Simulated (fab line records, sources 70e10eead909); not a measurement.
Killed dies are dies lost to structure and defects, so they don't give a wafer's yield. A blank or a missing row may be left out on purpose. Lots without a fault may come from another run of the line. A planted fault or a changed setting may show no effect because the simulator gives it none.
fab line records | flow nand_harc
record lots=14 wafers=42 last_day=24
route steps=1159 shown A_ONON_D1@437 A_CHANNEL_HOLE_D1@457 END@1159
lots that met no fault: from a run of the same line without faults
start_h: hours from the record's first day to the start of the lot's first wafer shown | wait_h: hours since the lot's step before | " the same as in the row above | L1.1+2: a row that stands for several wafers | - no value, or no start given | * or withheld: withheld | < > ~ a bound
route shown NAME@n: a module of which the file shows steps, and the number in the route of the first | usual: mean/standard deviation of fault-free wafers | same: alike in all rows | chamber/n: place in a boat | sites: the reading at each site | _std_site: their standard deviation | _edge_site: outer sites' mean less inner sites' | radius_mm: how far each site lies from the wafer's centre | mask NAME#n: copy n | behind: the tool/chamber that last shaped the wafer | hold: why the lot was held/for how many hours/how that ended | device: the transistor (n, p or np) that didn't switch | end of line: the same wafers' tests at the end of the route | a step without rows: its recipe alone | killed: dies lost to structure and defects at the first sort, not the wafer's yield | map: a wafer's dies, x killed, . not, _ none there
set.NAME: the setting as run; set.NAME@STEP: as run at that earlier step | model.NAME: the simulator's own value behind a step, which no gauge read
steps of the route over a sample of lots; a table a step, a row a wafer
services: from which hour (start_h, from the record's first day; less than 0 if before it) a tool's chamber was out of use, for how many hours, and why
## steps
# step NHARC_A_ONON_D1_THK_MEAS_18
# recipe thk_meas_gauge=ellipsometry
# usual thk_nm=996/8.4
# columns lot.wafer tool chamber start_h wait_h thk_nm
L936.1 film_metro-02 - 155.45 - 996
L936.3 " - " " 997
L936.4 " - " " 998
L938.1 film_metro-02 - 168.20 - 992
L938.2 " - " " 990
L938.6 " - " " 990
L937.3 film_metro-01 - 168.22 - 1014
L937.4 " - " " 1013
L937.5 " - " " 1012
L939.1 film_metro-01 - 185.94 - 1003
L939.2 " - " " 1003
L939.4 " - " " 1003
L940.1 film_metro-02 - 185.95 - 1000
L940.3 " - " " 998
L940.6 " - " " 1000
L941.1 film_metro-01 - 198.13 - 1006
L941.3 " - " " 1006
L941.5 " - " " 1006
L942.1 film_metro-01 - 204.19 - 989
L942.4 " - " " 989
L942.5 " - " " 991
L950.2 film_metro-01 - 244.87 - 1006
L950.3 " - " " 1006
L950.4 " - " " 1005
L947.3 film_metro-02 - 249.75 - 990
L947.4 " - " " 993
L947.5 " - " " 991
L951.4 film_metro-01 - 254.76 - 988
L951.5 " - " " 989
L951.6 " - " " 988
L954.2 film_metro-01 - 270.41 - 993
L954.3 " - " " 993
L954.6 " - " " 993
L952.2 film_metro-02 - 270.42 - 1006
L952.4 " - " " 1007
L952.6 " - " " 1007
L955.1 film_metro-02 - 275.03 - 996
L955.3 " - " " 996
L955.5 " - " " 995
L958.3 film_metro-01 - 293.95 - 987
L958.4 " - " " 990
L958.5 " - " " 987
# step NHARC_A_ONON_D1_THK_MEAS_24
# recipe thk_meas_gauge=ellipsometry
# usual thk_nm=1003/10
# columns lot.wafer tool chamber start_h wait_h thk_nm
L936.1 film_metro-01 - 156.85 - 983
L936.3 " - " " 981
L936.4 " - " " 983
L938.1 film_metro-02 - 169.32 - 1002
L938.2 " - " " 1002
L938.6 " - " " 1003
L937.3 film_metro-01 - 169.35 - 1019
L937.4 " - " " 1016
L937.5 " - " " 1018
L939.1 film_metro-01 - 187.08 - 1000
L939.2 " - " " 1004
L939.4 " - " " 1003
L940.1 film_metro-02 - 187.08 - 1010
L940.3 " - " " 1008
L940.6 " - " " 1007
L941.1 film_metro-02 - 199.27 - 1008
L941.3 " - " " 1009
L941.5 " - " " 1008
L942.1 film_metro-01 - 205.32 - 1006
L942.4 " - " " 1003
L942.5 " - " " 1005
L950.2 film_metro-02 - 246.29 - 1002
L950.3 " - " " 1004
L950.4 " - " " 999
L947.3 film_metro-01 - 250.88 - 1002
L947.4 " - " " 1002
L947.5 " - " " 1002
L951.4 film_metro-01 - 255.93 - 987
L951.5 " - " " 989
L951.6 " - " " 988
L954.2 film_metro-02 - 271.56 - 1004
L954.3 " - " " 1004
L954.6 " - " " 1004
L952.2 film_metro-01 - 271.56 - 983
L952.4 " - " " 984
L952.6 " - " " 983
L955.1 film_metro-02 - 276.16 - 992
L955.3 " - " " 991
L955.5 " - " " 994
L958.3 film_metro-02 - 295.08 - 1000
L958.4 " - " " 999
L958.5 " - " " 997
# step NHARC_A_CHANNEL_HOLE_D1_SOFTBAKE_05
# recipe temp_c=105 time_s=55
# usual exhaust_pa=44.9/0.79 heater_power_total_W=188.45/0.14 plate_temp_C=105.00/0.13
# columns lot.wafer tool chamber start_h wait_h exhaust_pa heater_power_total_W plate_temp_C
L936.1 litho_track-01 0 162 - 43.0 188.46 105.05
L936.3 " 0 " " 43.9 188.44 105.03
L936.4 " 0 " " 43.7 188.69 105.10
L938.1 litho_track-01 0 173 - 46.2 188.72 105.16
L938.2 " 0 " " 45.3 188.43 104.92
L938.6 " 0 " " 43.9 188.28 105.09
L937.3 litho_track-01 0 174 - 45.5 188.36 104.59
L937.4 " 0 " " 45.2 188.77 104.84
L937.5 " 0 " " 45.2 188.53 105.00
L939.1 litho_track-06 0 191 - 44.1 188.50 104.95
L939.2 " 0 " " 45.0 188.32 104.84
L939.4 " 0 " " 44.5 188.48 104.95
L940.1 litho_track-01 0 191 - 45.0 188.49 104.98
L940.3 " 0 " " 44.0 188.34 105.08
L940.6 " 0 " " 45.6 188.40 105.03
L941.1 litho_track-04 0 203 - 43.5 188.38 104.86
L941.3 " 0 " " 44.6 188.31 104.99
L941.5 " 0 " " 44.5 188.35 104.89
L942.1 litho_track-01 0 209 - 45.1 188.37 105.01
L942.4 " 0 " " 45.1 188.39 105.13
L942.5 " 0 " " 44.8 188.48 104.82
L950.2 litho_track-04 0 250 - 44.1 194.24 107.32
L950.3 " 0 " " 45.2 194.27 107.47
L950.4 " 0 " " 44.7 194.40 107.63
L947.3 litho_track-04 0 254 - 44.3 194.29 107.43
L947.4 " 0 " " 45.5 194.29 107.40
L947.5 " 0 " " 45.4 194.29 107.57
L951.4 litho_track-01 0 260 - 44.4 188.75 105.16
L951.5 " 0 " " 46.1 188.40 104.96
L951.6 " 0 " " 45.9 188.33 105.19
L952.2 litho_track-06 0 276 - 46.5 188.49 105.13
L952.4 " 0 " " 45.5 188.30 104.70
L952.6 " 0 " " 45.3 188.50 104.76
L954.2 litho_track-06 0 277 - 44.6 188.33 105.03
L954.3 " 0 " " 45.4 188.66 104.95
L954.6 " 0 " " 44.8 188.67 105.05
L955.1 litho_track-06 0 280 - 45.4 188.47 105.00
L955.3 " 0 " " 43.8 188.24 105.05
L955.5 " 0 " " 45.0 188.43 104.81
L958.3 litho_track-01 0 301 - 44.1 188.60 105.01
L958.4 " 0 " " 45.9 188.61 104.82
L958.5 " 0 " " 43.5 188.72 104.80
# step NHARC_A_CHANNEL_HOLE_D1_ETCH_21
# recipe bias_v=3000 source_w=withheld pressure_mtorr=20 time_s=514.3 ar_flow_sccm=375 c4f8_flow_sccm=89.3 o2_flow_sccm=35.7 temp_c=-20 target_depth_a=16000 chemistry=C4F8/O2/Ar
# usual drypump_motor_current_A=5.8/0.64 showerhead_plenum_p_Torr=3.75/0.084 throttle_valve_pct=32.156/0.0099
# columns lot.wafer tool chamber start_h wait_h drypump_motor_current_A rf_hours_counter_h showerhead_plenum_p_Torr throttle_valve_pct
L936.1 har_etch-01 0 171.45 0.3 6.8 186 3.80 32.146
L936.4 " 0 " " 6.8 - 3.80 32.156
L936.3 " 1 " " 5.5 - 3.64 32.148
L938.1 har_etch-02 0 175.50 0.3 5.1 104 3.87 32.165
L938.2 " 1 " " 5.5 104 3.78 32.151
L938.6 " 1 " " 5.5 - 3.78 32.148
L937.3 har_etch-01 0 176.42 0.3 6.8 - 3.80 32.131
L937.4 " 1 " " 5.5 - 3.64 32.148
L937.5 " 0 " " 6.7 - 3.80 32.146
L939.1 har_etch-02 1 194.02 0.3 5.5 110 3.78 32.152
L939.2 " 0 " " 5.1 110 3.87 32.139
L939.4 " 1 " " 5.5 - 3.78 32.158
L940.1 har_etch-01 0 194.15 0.3 6.8 195 3.80 32.157
L940.3 " 0 " " 6.7 - 3.79 32.153
L940.6 " 1 " " 5.4 - 3.64 32.153
L941.1 har_etch-02 1 205.70 0.3 5.5 115 3.78 32.154
L941.3 " 0 " " 5.1 - 3.87 32.160
L941.5 " 1 " " 5.5 - 3.78 32.145
L942.1 har_etch-02 1 211.65 0.3 5.5 119 3.77 32.161
L942.4 " 1 " " 5.5 - 3.77 32.165
L942.5 " 1 " " 5.5 - 3.77 32.167
L950.2 har_etch-02 0 252.93 0.3 5.1 136 3.86 32.154
L950.3 " 1 " " 5.5 - 3.77 32.155
L950.4 " 0 " " 5.1 - 3.86 32.162
L947.4 har_etch-02 0 260.54 0.3 5.1 - 3.85 32.190
L947.3 " 1 " " 5.5 - 3.76 32.158
L947.5 " 0 " " 5.1 - 3.85 32.151
L951.4 har_etch-01 1 262.68 0.3 5.5 - 3.62 32.177
L951.6 " 1 " " 5.5 - 3.62 32.166
L951.5 " 0 " " 6.7 - 3.78 32.166
L952.2 har_etch-01 1 279.10 0.3 5.5 230 3.62 32.137
L952.4 " 1 " " 5.5 - 3.62 32.145
L952.6 " 0 " " 6.8 - 3.78 32.155
L954.2 har_etch-02 1 282.43 0.3 5.5 152 3.76 32.142
L954.3 " 1 " " 5.5 - 3.76 32.171
L954.6 " 0 " " 5.1 - 3.85 32.143
L955.1 har_etch-01 1 283.24 0.3 5.5 234 3.62 32.154
L955.3 " 1 " " 5.5 - 3.62 32.165
L955.5 " 1 " " 5.5 - 3.62 32.178
L958.4 har_etch-02 1 303.91 0.3 5.5 - 3.75 32.156
L958.3 " 0 " " 5.1 - 3.84 32.163
L958.5 " 1 " " 5.5 - 3.75 32.151
# step NHARC_END_SORT_01
# recipe temp_c=25
# usual killed_at_array=27/11 killed_at_other=0.6/0.89 killed_at_periphery=3.0/2.4 killed_dies=31/12 killed_open=3.2/1.6 killed_short=2.0/1.5
# same gross_dies=677
# columns lot.wafer tool chamber start_h wait_h killed_at_array killed_at_other killed_at_periphery killed_dies killed_open killed_short
L951.4 prober-02 0 519.34 3.4 30 0 0 30 5 1
L951.6 prober-02 0 520.96 4.0 22 1 3 26 2 4
# killed by level:class
L951.4 A_CHANNEL_HOLE_D1:chamber_film_flake=14 A_STAIRCASE:chamber_film_flake=7 A_CONTACT:geometric_particle:open=3 A_CONTACT:chamber_film_flake=2 A_ONON_D1:geometric_particle:open=1 A_WL_FILL:geometric_particle:short=1 A_M0:geometric_particle:open=1 A_SLIT:chamber_film_flake=1
L951.6 A_CHANNEL_HOLE_D1:chamber_film_flake=15 P_CONTACT:geometric_particle:short=2 A_CONTACT:geometric_particle:open=2 A_STAIRCASE:chamber_film_flake=2 A_CONTACT:chamber_film_flake=2 P_M0:geometric_particle:short=1 STARTING-WAFER:geometric_particle:short=1 A_WL_FILL:chamber_film_flake=1
## services
# columns tool chamber start_h hours kind
litho_track-04 - 141.00 7.0 pm
har_etch-02 - 164.49 4.3 repair
litho_track-01 - 268.00 7.0 pm
litho_track-06 - 292.00 7.0 pm
## key
first_sign step=NHARC_A_CHANNEL_HOLE_D1_SOFTBAKE_05 reading=heater_power_total_W direction=up sigmas=42 usual=* struck=*
effect step=NHARC_A_CHANNEL_HOLE_D1_SOFTBAKE_05 reading=plate_temp_C direction=up sigmas=20 usual=* struck=*
met_at NHARC_A_CHANNEL_HOLE_D1_SOFTBAKE_05
struck_lots L947,L950
tester_left_out L947,L950
not_acting_at NHARC_A_ONON_D1_THK_MEAS_18,NHARC_A_ONON_D1_THK_MEAS_24,NHARC_A_CHANNEL_HOLE_D1_ETCH_21
onset_between 203 250
fault kind=process_parameter_drift tool=litho_track-04 chamber=- onset_h=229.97 steps=NHARC_A_CHANNEL_HOLE_D1_SOFTBAKE_05 channel=temp_c offset=* shape=step end_h=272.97 acts_in=* stated=*
# tester_left_out: of these lots the tester's yield and bins aren't shown, on N5 and GAA mostly nor the transistor test; their killed dies are dies lost to structure and defects alone, not to doping, threshold or leakage, so they don't give the yield
